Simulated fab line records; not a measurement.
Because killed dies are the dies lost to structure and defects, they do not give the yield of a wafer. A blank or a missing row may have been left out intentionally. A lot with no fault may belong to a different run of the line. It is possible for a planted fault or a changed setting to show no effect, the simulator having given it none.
Which tool did it?	flow n5_finfet	Sampling: 23 lots, 69 wafers, 6 of 1938 route steps

WHAT THE GAUGES READ, wafer by wafer
N5_BEOL_M9_CD_MEAS_18: pitch 140 nm, target cd 70 nm.
lot	measured	on	cd_nm (nm)
L074	day 11 04:19	cd_sem-02	69.6 70.2 70.7
L075	day 11 04:01	cd_sem-03	70.5 70.3 70.5
L078	day 11 14:59	cd_sem-02	71.4 70.9 71.2
L077	day 11 14:45	cd_sem-03	68.9 69.2 68.4
L076	day 12 00:52	cd_sem-02	70.5 70.1 70.3
L079	day 12 01:21	cd_sem-03	70.4 70.4 70.2
L080	day 12 02:51	cd_sem-02	69.7 70.4 69.9
L082	day 12 22:05	cd_sem-01	69.1 70.1 69.0
L083	day 13 05:47	cd_sem-03	71.4 71.5 70.5
L085	day 13 06:19	cd_sem-03	69.8 70.1 69.9
L086	day 13 14:46	cd_sem-02	69.1 70.1 69.7
L084	day 13 20:05	cd_sem-02	70.3 70.4 69.3
L087	day 14 07:04	cd_sem-01	70.4 70.1 70.3
L088	day 14 19:51	cd_sem-01	69.9 70.3 70.2
L089	day 15 00:35	cd_sem-02	70.6 70.0 70.3
L090	day 15 07:34	cd_sem-01	70.1 70.8 69.3
L091	day 15 07:46	cd_sem-01	69.9 68.9 69.6
L093	day 15 08:02	cd_sem-01	70.0 70.3 69.4
L092	day 15 21:53	cd_sem-02	70.1 70.2 70.0
L094	day 16 12:11	cd_sem-02	70.5 70.6 70.0
L096	day 16 15:16	cd_sem-03	70.9 70.3 70.5
L095	day 16 15:20	cd_sem-02	68.5 69.4 69.1
L097	day 16 23:07	cd_sem-01	70.6 70.0 70.4

N5_BEOL_M9_RS_MEAS_57: uses a four-point probe to measure.
lot	measured	on	M9_RS (ohm/sq)
L074	day 11 09:57	film_metro-01	0.155 0.150 0.154
L075	day 11 11:10	film_metro-02	0.150 0.150 0.153
L078	day 11 19:05	film_metro-01	0.149 0.147 0.150
L077	day 11 18:42	film_metro-02	0.156 0.157 0.152
L076	day 12 06:07	film_metro-02	0.159 0.155 0.146
L079	day 12 07:31	film_metro-02	0.154 0.155 0.152
L080	day 12 08:20	film_metro-01	0.153 0.150 0.155
L082	day 13 06:16	film_metro-01	0.157 0.154 0.148
L083	day 13 14:55	film_metro-02	0.155 0.151 0.153
L085	day 13 15:43	film_metro-01	0.147 0.155 0.157
L086	day 13 21:23	film_metro-01	0.150 0.152 0.151
L084	day 14 03:18	film_metro-02	0.146 0.149 0.144
L087	day 14 11:10	film_metro-02	0.151 0.154 0.153
L088	day 15 01:26	film_metro-01	0.155 0.156 0.152
L089	day 15 05:48	film_metro-01	0.148 0.146 0.155
L090	day 15 10:44	film_metro-01	0.153 0.153 0.144
L091	day 15 11:50	film_metro-02	0.149 0.151 0.149
L093	day 15 11:26	film_metro-02	0.149 0.156 0.148
L092	day 16 02:20	film_metro-01	0.149 0.160 0.158
L094	day 16 17:26	film_metro-01	0.152 0.153 0.154
L096	day 17 00:59	film_metro-01	0.152 0.153 0.146
L095	day 17 01:36	film_metro-01	0.156 0.152 0.154
L097	day 17 03:16	film_metro-01	0.154 0.154 0.157

TOOL THAT RAN EACH LOT (tool first, then ch and the chambers of the sampled wafers, then the start)
lot	N5_BEOL_M8_ETCH_41	N5_BEOL_M8_CMP_52	N5_BEOL_M9_ETCH_76	N5_BEOL_M9_SPUTTER_48
L074	rie_diel-04 ch 2,3, day 10 23:43 or earlier	cmp-04 ch 0,2,3, day 10 23:43	rie_diel-06 ch 0,1,2, day 11 06:19	pvd_sputter-02, day 11 08:26
L075	rie_diel-05 ch 0,2,3, day 10 23:58 or earlier	cmp-04 ch 0,1,3, day 10 23:58	rie_diel-01 ch 0,1,3, day 11 07:01	pvd_sputter-03, day 11 09:16
L078	rie_diel-04 ch 0,1,3, day 11 12:23 or earlier	cmp-04 ch 0,2,3, day 11 12:23	rie_diel-03 ch 1,2,3, day 11 16:01	pvd_sputter-01, day 11 18:06
L077	rie_diel-05 ch 2,3, day 11 12:01 or earlier	cmp-04 ch 0,1,3, day 11 12:01	rie_diel-01 ch 0,2,3, day 11 15:58	pvd_sputter-03, day 11 17:44
L076	rie_diel-02 ch 1,3, day 11 20:22 or earlier	cmp-01 ch 0,1,2, day 11 20:22	rie_diel-06 ch 1,2,3, day 12 01:20	pvd_sputter-02, day 12 04:50
L079	rie_diel-02 ch 0,1, day 11 22:08 or earlier	cmp-04 ch 0,2,3, day 11 22:08	rie_diel-01 ch 0,2,3, day 12 01:56	pvd_sputter-01, day 12 06:31
L080	rie_diel-05 ch 0,3, day 12 00:10 or earlier	cmp-04 ch 0,2,3, day 12 00:10	rie_diel-01 ch 0,2,3, day 12 05:46	pvd_sputter-03, day 12 07:22
L082	rie_diel-05 ch 1,2,3, day 12 17:59 or earlier	cmp-04 ch 0,2,3, day 12 17:59	rie_diel-06 ch 0,1,3, day 13 00:10	pvd_sputter-01, day 13 05:02
L083	rie_diel-05 ch 1,2,3, day 13 00:20 or earlier	cmp-01 ch 0,2,3, day 13 00:20	rie_diel-03 ch 0,2,3, day 13 08:05	pvd_sputter-01, day 13 11:16
L085	rie_diel-02 ch 0,1,2, day 13 02:47 or earlier	cmp-01 ch 0,2,3, day 13 02:47	rie_diel-06 ch 1,2,3, day 13 08:09	pvd_sputter-02, day 13 11:49
L086	rie_diel-05 ch 0,1, day 13 12:07 or earlier	cmp-04 ch 1,2,3, day 13 12:07	rie_diel-03 ch 0,2,3, day 13 15:52	pvd_sputter-02, day 13 17:49
L084	rie_diel-05 ch 0,1,3, day 13 17:50 or earlier	cmp-01 ch 0,3, day 13 17:50	rie_diel-03 ch 0,1,2, day 13 21:37	pvd_sputter-02, day 14 00:25
L087	rie_diel-02 ch 1,2,3, day 14 04:59 or earlier	cmp-04 ch 0,2,3, day 14 04:59	rie_diel-03 ch 0,3, day 14 08:22	pvd_sputter-03, day 14 10:13
L088	rie_diel-04 ch 0,1,3, day 14 12:38 or earlier	cmp-01 ch 0,1,3, day 14 12:38	rie_diel-01 ch 0,1,2, day 14 22:29	pvd_sputter-01, day 15 00:15
L089	rie_diel-05 ch 1,3, day 14 22:07 or earlier	cmp-03 ch 2,3, day 14 22:07	rie_diel-06 ch 1,2, day 15 03:12	pvd_sputter-03, day 15 04:47
L090	rie_diel-02 ch 0,3, day 15 04:37 or earlier	cmp-01 ch 0,2,3, day 15 04:37	rie_diel-06 ch 0,1,2, day 15 08:07	pvd_sputter-03, day 15 09:47
L091	rie_diel-02 ch 0,3, day 15 05:05 or earlier	cmp-03 ch 0,1,3, day 15 05:05	rie_diel-03 ch 0,2,3, day 15 09:01	pvd_sputter-02, day 15 10:52
L093	rie_diel-02 ch 0,3, day 15 05:18 or earlier	cmp-01 ch 0,1,3, day 15 05:18	rie_diel-01 ch 2,3, day 15 08:54	pvd_sputter-02, day 15 10:28
L092	rie_diel-02 ch 0,2,3, day 15 19:07 or earlier	cmp-03 ch 2,3, day 15 19:07	rie_diel-06 ch 0,3, day 15 23:27	pvd_sputter-02, day 16 01:11
L094	rie_diel-04 ch 0,1, day 16 09:37 or earlier	cmp-01 ch 0,1,2, day 16 09:37	rie_diel-01 ch 0,2,3, day 16 13:32	pvd_sputter-01, day 16 16:26
L096	rie_diel-02 ch 0,1, day 16 10:41 or earlier	cmp-03 ch 0,3, day 16 10:41	rie_diel-03 ch 0,1,3, day 16 21:30	pvd_sputter-01, day 16 23:09
L095	rie_diel-04 ch 0,3, day 16 10:53 or earlier	cmp-01 ch 0,2,3, day 16 10:53	rie_diel-01 ch 0,1,2, day 16 21:32	pvd_sputter-03, day 16 23:14
L097	rie_diel-04 ch 2,3, day 16 14:57 or earlier	cmp-01 ch 0,1,3, day 16 14:57	rie_diel-01 ch 0,2, day 16 23:42	pvd_sputter-02, day 17 01:43
- N5_BEOL_M8_ETCH_41: etches SiCN in CH3F/O2, target depth 31.9 nm, time 57.8 s.
- N5_BEOL_M8_CMP_52: polishes, stops on SiCOH lowk, t overpolish 6.9 s, target thk 80 nm.
- N5_BEOL_M9_ETCH_76: etches underlayer in N2/H2, target depth 6.5 nm, time 5.2 s.
- N5_BEOL_M9_SPUTTER_48: material Cu, target thk 12 nm, time 2 s.

WHAT THE TOOLS THEMSELVES READ (means of the sampled wafers that have a number; where no wafer has one, the mark that the record gives instead)
N5_BEOL_M8_ETCH_41.
lot	tool	drypump_motor_current_A (A)	mfc_ar_sccm (sccm)	oes_product_au (a.u.)	rf_vpp_V (V)	showerhead_plenum_p_Torr (Torr)	throttle_valve_pct (%)
L074	rie_diel-04	5.8	150.6	0.69	297.2	2.01	16.61
L075	rie_diel-05	5.7	150.0	0.71	297.3	2.00	16.48
L078	rie_diel-04	5.5	150.1	0.71	297.5	2.02	16.52
L077	rie_diel-05	5.9	150.0	0.72	297.4	2.01	16.38
L076	rie_diel-02	5.2	150.2	0.69	297.3	1.99	16.44
L079	rie_diel-02	5.8	149.6	0.86	298.7	2.11	16.13
L080	rie_diel-05	5.8	149.8	0.69	297.3	1.97	16.68
L082	rie_diel-05	6.0	150.2	0.79	297.5	2.05	16.30
L083	rie_diel-05	6.0	149.7	0.78	298.6	2.05	16.32
L085	rie_diel-02	6.0	149.6	0.79	299.6	2.09	16.26
L086	rie_diel-05	6.2	150.1	0.85	298.9	2.08	16.40
L084	rie_diel-05	6.0	149.8	0.77	296.3	2.03	16.51
L087	rie_diel-02	5.7	149.8	0.82	298.0	2.03	16.27
L088	rie_diel-04	5.5	150.0	0.86	297.5	2.01	16.30
L089	rie_diel-05	6.4	149.8	0.83	298.3	2.08	16.35
L090	rie_diel-02	5.2	150.3	0.92	296.4	2.01	15.95
L091	rie_diel-02	5.5	149.8	0.89	299.3	2.07	15.97
L093	rie_diel-02	5.5	149.5	0.89	299.3	2.07	15.96
L092	rie_diel-02	5.7	150.1	0.85	298.3	2.05	16.10
L094	rie_diel-04	5.5	150.3	0.78	296.2	1.96	16.21
L096	rie_diel-02	5.8	150.4	0.92	298.5	2.07	16.06
L095	rie_diel-04	5.7	150.0	0.84	297.2	2.00	16.32
L097	rie_diel-04	5.9	149.8	0.95	299.9	2.11	16.06

N5_BEOL_M8_CMP_52.
lot	tool	barrier_field_endpoint_s (s)	motor_current_A (A)	overpolish_run_s (s)	pad_life_wafers	retaining_ring_pressure_frac	slurry_filter_dp_kPa (kPa)	time_to_endpoint_s (s)
L074	cmp-04	28.3	5.6	6.900	518	1.000	13.54	59
L075	cmp-04	29.7	6.1	6.909	523	0.997	13.44	60
L078	cmp-04	28.9	5.7	6.901	656	1.001	13.56	59
L077	cmp-04	29.6	5.9	6.904	644	1.002	13.52	62
L076	cmp-01	28.8	5.5	6.897	92	1.001	13.58	61
L079	cmp-04	28.6	5.7	6.908	746	1.002	13.39	58
L080	cmp-04	29.3	5.7	6.891	758	1.002	13.46	67
L082	cmp-04	29.5	5.6	6.905	957	0.998	13.48	62
L083	cmp-01	28.9	6.2	6.904	235	0.998	13.47	64
L085	cmp-01	30.3	6.4	6.903	254	1.003	13.49	68
L086	cmp-04	29.6	6.1	6.908	1101	1.000	13.47	58
L084	cmp-01	30.9	6.8	6.903	348	1.005	13.54	68
L087	cmp-04	28.6	5.9	6.905	1220	1.000	13.36	62
L088	cmp-01	28.4	6.4	6.901	536	1.001	13.53	62
L089	cmp-03	28.8	6.0	6.890	2059	1.002	13.46	63
L090	cmp-01	30.4	6.5	6.899	680	0.996	13.54	65
L091	cmp-03	29.5	6.2	6.899	2089	0.995	13.51	64
L093	cmp-01	29.3	6.3	6.902	692	1.002	13.56	62
L092	cmp-03	29.0	6.1	6.891	2142	1.001	13.53	63
L094	cmp-01	28.8	5.7	6.904	896	0.999	13.49	62
L096	cmp-03	29.8	6.1	6.899	72	0.995	13.44	64
L095	cmp-01	29.5	6.1	6.901	914	1.001	13.59	63
L097	cmp-01	29.1	6.4	6.899	962	1.001	13.46	62

N5_BEOL_M9_ETCH_76.
lot	tool	drypump_motor_current_A (A)	etch_rf_on_time_s (s)	oes_product_au (a.u.)	rf_vpp_V (V)	showerhead_plenum_p_Torr (Torr)	throttle_valve_pct (%)
L074	rie_diel-06	5.9	5.18	0.71	525.2	2.61	17.76
L075	rie_diel-01	6.1	5.18	0.64	522.6	2.47	17.86
L078	rie_diel-03	4.9	5.15	0.66	523.1	2.49	18.02
L077	rie_diel-01	6.1	5.38	0.65	525.0	2.55	17.76
L076	rie_diel-06	5.7	5.23	0.67	526.5	2.58	17.87
L079	rie_diel-01	6.0	5.32	0.64	524.4	2.55	17.75
L080	rie_diel-01	6.1	5.26	0.65	524.6	2.55	17.77
L082	rie_diel-06	5.9	5.18	0.70	524.7	2.57	17.73
L083	rie_diel-03	5.1	5.14	0.68	524.0	2.53	17.92
L085	rie_diel-06	5.7	5.21	0.66	524.2	2.58	17.90
L086	rie_diel-03	5.1	5.18	0.68	523.4	2.53	17.91
L084	rie_diel-03	5.2	5.19	0.68	523.4	2.54	17.96
L087	rie_diel-03	5.2	5.24	0.69	523.2	2.54	17.88
L088	rie_diel-01	5.9	5.23	0.60	524.1	2.52	18.04
L089	rie_diel-06	5.5	5.13	0.69	525.1	2.60	18.02
L090	rie_diel-06	5.9	5.21	0.68	524.2	2.60	17.82
L091	rie_diel-03	5.1	5.23	0.67	522.9	2.53	17.93
L093	rie_diel-01	6.1	5.22	0.67	524.2	2.51	17.60
L092	rie_diel-06	6.1	5.37	0.64	523.0	2.53	17.67
L094	rie_diel-01	6.1	5.28	0.62	524.6	2.53	17.82
L096	rie_diel-03	5.1	5.18	0.67	521.8	2.49	18.02
L095	rie_diel-01	5.9	5.28	0.60	523.2	2.52	18.05
L097	rie_diel-01	6.0	5.32	0.60	526.2	2.60	17.98

N5_BEOL_M9_SPUTTER_48.
lot	tool	bias_v (V)	throttle_valve_pct (%)
L074	pvd_sputter-02	60.0	30.2
L075	pvd_sputter-03	60.7	30.8
L078	pvd_sputter-01	60.2	29.5
L077	pvd_sputter-03	60.2	30.9
L076	pvd_sputter-02	59.7	30.3
L079	pvd_sputter-01	60.0	30.3
L080	pvd_sputter-03	59.4	30.8
L082	pvd_sputter-01	60.0	28.7
L083	pvd_sputter-01	60.3	29.6
L085	pvd_sputter-02	60.1	30.4
L086	pvd_sputter-02	60.0	29.9
L084	pvd_sputter-02	60.1	29.8
L087	pvd_sputter-03	59.8	30.7
L088	pvd_sputter-01	60.0	29.7
L089	pvd_sputter-03	59.9	30.6
L090	pvd_sputter-03	60.5	31.6
L091	pvd_sputter-02	59.9	30.4
L093	pvd_sputter-02	59.6	30.9
L092	pvd_sputter-02	59.9	30.7
L094	pvd_sputter-01	60.0	30.3
L096	pvd_sputter-01	60.2	29.6
L095	pvd_sputter-03	60.4	31.2
L097	pvd_sputter-02	59.2	30.2

THE ANSWER, worked out from the rows above alone
Rule: the lots themselves supply what counts as usual. The widest of any qualifying gaps counts: lots, ordered by their means at a reading, are off when they make up no more than a third of the lots, leave a main group of 4 or more, and stand apart from it by 3 or more times the standard deviation of that group's means. A main group whose means are all the same, to the digits that the tables above print for the reading, isn't used. A lot without any number at a reading at which 4 lots or more have one is off too. Where the step has rows for the other lots, those lots are counted as sound. After the gauges, taken in route order, come the tools' own readings; for these a lot's mean is taken, as printed above. At the first step where some lot is off, the reading lying furthest off is the one used; lots without a number count as furthest.
Across all readings shown, no lot is off: no conclusion can be drawn from this.

WHAT HAD BEEN PUT IN BY THE SIMULATOR
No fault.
